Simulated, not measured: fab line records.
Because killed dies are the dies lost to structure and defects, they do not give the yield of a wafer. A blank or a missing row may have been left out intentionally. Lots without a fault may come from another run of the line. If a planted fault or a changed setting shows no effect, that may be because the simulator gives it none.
fab line records -- flow nand-harc -- part 2 of 2: steps 29 to 36 of 36
record: lots: 5, wafers: 15, last-day: 32
route steps=1302 shown P_GATE@209 P_CONTACT@217
lots with no fault: from the same line, run without faults
start-h: the number of hours between the record's first day and the start of the first shown wafer of the lot -- wait-h: how many hours have passed since the lot's step before this one -- " identical to the entry in the row above -- L1.1+2: a row that stands for several wafers -- - either no value or no given start -- * or withheld: withheld -- < > ~ a bound
route shown NAME@n: a module of which the file shows steps, and the number in the route of the first -- usual: mean/standard deviation taken from wafers without a fault -- same: alike in all rows -- chamber/n: place in a boat -- sites: per-site readings -- _std_site: how widely they spread, as a standard deviation -- _edge_site: inner sites' mean taken away from outer sites' mean -- radius-mm: for every site, how far away it sits from the centre of the wafer -- mask NAME#n: copy n -- behind: the tool/chamber that last shaped the wafer -- hold: reason for holding the lot/hours on hold/outcome of the hold -- device: transistor that didn't switch, given as n, p or np -- end of line: tests run on the same wafers once the route is complete -- a step without rows: its recipe alone -- killed: count of dies lost to structure and defects at first sort (not the wafer's yield) -- map: the dies of a wafer, with x for killed, . for not killed, _ for no die there
set.NAME: the run value of the setting; set.NAME@STEP: its run value at that earlier step -- model.NAME: the simulator's own value behind a step, which no gauge read
certain route steps with their lots: each step a table, each wafer a row
services: when a tool's chamber went out of use (start-h, in hours from the record's first day, below 0 if earlier), for how many hours, and the reason
== steps ==
step: NHARC_P_CONTACT_ETCH_18
recipe: target-depth-a: 4810, time-s: 240.5, c4f8-flow-sccm: 20, o2-flow-sccm: 10, ar-flow-sccm: withheld, rf-w: 600, bias-w: 1500, chemistry: C4F8/O2/Ar
usual: bias-w: 1501/4.1, oes-product-au: 0.964/0.014, rf-vpp-V: 977/4.5
lot.wafer,tool,chamber,start-h,wait-h,bias-w,oes-product-au,rf-hours-counter-h,rf-vpp-V
L074.4,rie-diel-02,3,-,-,1494,0.956,4.0,986
L074.2,rie-diel-02,0,-,-,1495,0.961,3.9,982
L074.5,rie-diel-02,3,-,-,1503,0.963,-,985
L079.4,rie-diel-02,1,-,-,1506,0.974,6.8,973
L079.1,rie-diel-02,2,-,-,1500,0.968,7.0,976
L079.6,rie-diel-02,0,-,-,1497,0.967,-,979
L089.2,rie-diel-10,0,-,-,1500,0.968,0.4,974
L089.5,rie-diel-10,2,-,-,1500,0.979,-,978
L089.6,rie-diel-10,3,-,-,1508,0.967,-,971
L090.1,rie-diel-02,3,-,-,1500,0.962,3.8,985
L090.2,rie-diel-02,1,-,-,1501,0.969,4.4,974
L090.3,rie-diel-02,2,-,-,1493,0.984,3.6,976
L093.2,rie-diel-01,0,-,-,1502,0.957,2.8,976
L093.3,rie-diel-01,1,-,-,1504,0.956,2.9,976
L093.4,rie-diel-01,2,-,-,1501,0.948,-,978
step: NHARC_P_CONTACT_STRIP_37
recipe: c4f8-flow-sccm: withheld, o2-flow-sccm: 8, ar-flow-sccm: withheld, bias-w: 0, chemistry: C4F8/O2/Ar
lot.wafer,tool,chamber,start-h,wait-h
L074.2+4+5,rie-diel-02,"3,0,0",-,-
L079.1+6+4,rie-diel-02,"1,0,1",-,-
L089.2+6+5,rie-diel-10,"0,2,3",-,-
L090.1+3+2,rie-diel-02,"2,0,1",-,-
L093.3+2+4,rie-diel-01,"2,1,1",-,-
step: NHARC_P_CONTACT_ETCH_31
recipe: target-depth-a: 300, time-s: 85.7, ion-energy-ev: 120, over-etch-frac: 1, ch3f-flow-sccm: 50, o2-flow-sccm: 30, ar-flow-sccm: 200, rf-w: 500, bias-w: 100, chemistry: CH3F/O2
usual: bias-w: 100.0/0.31, drypump-motor-current-A: 5.8/0.42, oes-product-au: 0.980/0.011, rf-vpp-V: 244.1/1.5, showerhead-plenum-p-Torr: 2.45/0.082, throttle-valve-pct: 20.664/0.009
lot.wafer,tool,chamber,start-h,wait-h,bias-w,drypump-motor-current-A,oes-product-au,rf-hours-counter-h,rf-vpp-V,showerhead-plenum-p-Torr,throttle-valve-pct
L074.2,rie-diel-02,3,-,-,100.3,5.8,0.987,4.1,246.2,2.60,20.690
L074.4,rie-diel-02,1,-,-,99.4,6.5,0.984,3.8,240.3,2.38,20.667
L074.5,rie-diel-02,3,-,-,100.0,5.8,0.982,-,245.5,2.60,20.655
L079.1,rie-diel-02,0,-,-,99.4,6.0,0.983,6.6,244.0,2.49,20.670
L079.6,rie-diel-02,0,-,-,99.9,6.0,0.979,-,246.1,2.49,20.659
L079.4,rie-diel-02,1,-,-,99.9,6.5,0.981,-,243.9,2.38,20.667
L089.2,rie-diel-10,2,-,-,99.8,5.7,0.997,0.7,245.5,2.46,20.662
L089.6,rie-diel-10,0,-,-,100.3,5.9,0.974,-,243.3,2.36,20.652
L089.5,rie-diel-10,1,-,-,100.3,5.6,0.985,-,244.0,2.44,20.658
L090.3,rie-diel-02,2,-,-,100.1,5.1,0.986,3.6,243.7,2.42,20.643
L090.1,rie-diel-02,0,-,-,100.2,6.0,0.984,4.8,243.6,2.48,20.652
L090.2,rie-diel-02,1,-,-,99.6,6.5,0.993,4.5,241.8,2.38,20.685
L093.2,rie-diel-01,2,-,-,99.9,5.8,0.976,2.9,244.6,2.46,20.660
L093.3,rie-diel-01,1,-,-,99.6,6.2,0.980,3.1,242.9,2.39,20.670
L093.4,rie-diel-01,2,-,-,100.2,5.8,0.981,-,245.0,2.46,20.669
step: NHARC_P_CONTACT_CD_MEAS_19
usual: cd-nm: 90.1/1.2
lot.wafer,tool,chamber,start-h,wait-h,cd-nm
L074.2,cd-sem-02,-,114.53,-,91.6
L074.4,cd-sem-02,-,114.53,-,90.2
L074.5,cd-sem-02,-,114.53,-,92.1
L079.1,cd-sem-01,-,168.04,-,90.0
L079.4,cd-sem-01,-,168.04,-,89.9
L079.6,cd-sem-01,-,168.04,-,90.7
L089.2,cd-sem-02,-,272.79,-,91.0
L089.5,cd-sem-02,-,272.79,-,89.2
L089.6,cd-sem-02,-,272.79,-,92.2
L090.1,cd-sem-01,-,293.17,-,90.5
L090.2,cd-sem-01,-,293.17,-,91.8
L090.3,cd-sem-01,-,293.17,-,90.2
L093.2,cd-sem-02,-,326.28,-,89.1
L093.3,cd-sem-02,-,326.28,-,90.3
L093.4,cd-sem-02,-,326.28,-,87.7
step: NHARC_P_CONTACT_STRIP_28
recipe: o2-flow-sccm: 500, ar-flow-sccm: 0, bias-w: 0, chemistry: O2
usual: drypump-motor-current-A: 5.8/0.36, oes-product-au: 0.999/0.0076, rf-vpp-V: 57.6/0.92, showerhead-plenum-p-Torr: 3.49/0.11, throttle-valve-pct: 17.037/0.0089
same: bias-w: 0
lot.wafer,tool,chamber,start-h,wait-h,drypump-motor-current-A,oes-product-au,rf-hours-counter-h,rf-vpp-V,showerhead-plenum-p-Torr,throttle-valve-pct
L074.4,rie-diel-10,3,114.62,0.1,5.4,0.991,1.8,57.6,3.34,17.031
L074.2,rie-diel-10,1,114.62,0.1,5.6,1.008,1.6,57.8,3.50,17.037
L074.5,rie-diel-10,2,114.62,0.1,5.7,0.997,-,58.4,3.53,17.050
L079.4,rie-diel-10,2,168.14,0.1,5.7,0.995,2.8,57.9,3.53,17.025
L079.1,rie-diel-10,3,168.14,0.1,5.4,1.007,2.9,57.7,3.34,17.025
L079.6,rie-diel-10,1,168.14,0.1,5.6,1.013,-,55.6,3.50,17.048
L089.2,rie-diel-10,3,272.86,0.1,5.4,1.002,0.7,55.2,3.34,17.032
L089.6,rie-diel-10,3,272.86,0.1,5.4,1.001,-,58.0,3.34,17.025
L089.5,rie-diel-10,0,272.86,0.1,6.0,0.994,-,56.9,3.39,17.053
L090.1,rie-diel-10,3,293.25,0.1,5.4,1.002,1.4,57.6,3.34,17.022
L090.2,rie-diel-10,1,293.25,0.1,5.6,1.013,1.2,58.9,3.50,17.036
L090.3,rie-diel-10,2,293.25,0.1,5.7,0.998,1.4,57.5,3.52,17.044
L093.2,rie-diel-02,0,326.36,0.1,5.9,1.003,7.0,57.7,3.56,17.040
L093.3,rie-diel-02,2,326.36,0.1,5.1,1.007,5.3,57.7,3.47,17.032
L093.4,rie-diel-02,3,326.36,0.1,5.7,1.000,-,58.2,3.72,17.055
step: NHARC_P_CONTACT_STRIP_29
recipe: time-s: 1200, temp-c: 72.5, chemistry: post-etch-residue-remover
usual: bath-heat-duty-pct: 14.2/1.5, temp-c: 72.49/0.12
lot.wafer,tool,chamber,start-h,wait-h,bath-heat-duty-pct,temp-c
L074.4,wet-bench-07,3,114.79,-,17.3,72.74
L074.5,wet-bench-07,4,114.79,-,15.0,72.55
L074.2,wet-bench-07,5,114.79,-,16.0,72.69
L079.4,wet-bench-07,6,168.30,-,15.1,72.50
L079.6,wet-bench-07,0,168.30,-,16.6,72.60
L079.1,wet-bench-07,2,168.30,-,16.2,72.49
L089.5,wet-bench-07,0,273.06,-,16.7,72.39
L089.2,wet-bench-07,2,273.06,-,18.6,72.60
L089.6,wet-bench-07,4,273.06,-,13.5,72.54
L090.3,wet-bench-04,2,293.44,-,14.3,72.52
L090.1,wet-bench-04,5,293.44,-,13.6,72.48
L090.2,wet-bench-04,6,293.44,-,14.9,72.66
L093.2,wet-bench-01,4,326.58,0.2,13.8,72.32
L093.3,wet-bench-01,5,326.58,0.2,16.8,72.64
L093.4,wet-bench-01,7,326.58,0.2,14.0,72.51
step: NHARC_P_CONTACT_DEGAS_38
recipe: temp-c: 300, time-s: 60
usual: heater-power-w: 454/21
lot.wafer,tool,chamber,start-h,wait-h,heater-power-w
L074.4,pvd-sputter-01,-,115.26,-,413
L074.2,pvd-sputter-01,-,115.26,-,460
L074.5,pvd-sputter-01,-,115.26,-,425
L079.1,pvd-sputter-03,-,168.75,-,443
L079.4,pvd-sputter-03,-,168.75,-,472
L079.6,pvd-sputter-03,-,168.75,-,446
L089.2,pvd-sputter-03,-,273.50,-,462
L089.6,pvd-sputter-03,-,273.50,-,488
L089.5,pvd-sputter-03,-,273.50,-,489
L090.2,pvd-sputter-01,-,293.88,-,467
L090.3,pvd-sputter-01,-,293.88,-,448
L090.1,pvd-sputter-01,-,293.88,-,414
L093.2,pvd-sputter-01,-,327.02,-,456
L093.4,pvd-sputter-01,-,327.02,-,450
L093.3,pvd-sputter-01,-,327.02,-,424
step: NHARC_P_CONTACT_PRE_CLEAN_39
recipe: time-s: 19.5, bias-v: 250, gas: Ar
lot.wafer,tool,chamber,start-h,wait-h
L074.2+4+5,pvd-sputter-01,-,-,-
L079.4+1+6,pvd-sputter-03,-,-,-
L089.2+5+6,pvd-sputter-03,-,273.65,0.1
L090.1+3+2,pvd-sputter-01,-,-,-
L093.2+3+4,pvd-sputter-01,-,-,-
== services ==
tool,chamber,start-h,hours,kind
pecvd-04,-,88.18,13.0,pm
pvd-sputter-02,-,104.11,10.0,pm
rie-diel-02,3,127.34,9.4,repair
pecvd-01,-,130.30,13.0,pm
rie-diel-02,0,134.11,9.6,repair
rie-diel-02,-,146.96,0.5,repair
litho-track-01,-,155.00,7.0,pm
litho-track-06,-,179.00,7.0,pm
pvd-sputter-01,-,182.99,2.2,repair
rie-diel-01,0,185.23,8.3,repair
rie-diel-10,-,188.44,1.6,repair
pvd-sputter-01,-,192.31,41.4,repair
litho-track-04,-,203.00,7.0,pm
rie-diel-01,-,203.84,9.0,pm
rie-diel-02,-,216.84,9.0,pm
rie-diel-10,-,229.03,0.4,repair
rie-diel-10,-,242.69,9.0,pm
rie-diel-01,3,275.12,6.8,repair
pvd-sputter-02,-,279.16,7.2,repair
rie-diel-01,2,283.31,2.1,repair
pvd-sputter-02,-,286.37,10.0,pm
rie-diel-01,3,297.93,10.2,repair
rie-diel-01,3,320.69,7.3,repair
rie-diel-02,1,323.96,3.4,repair
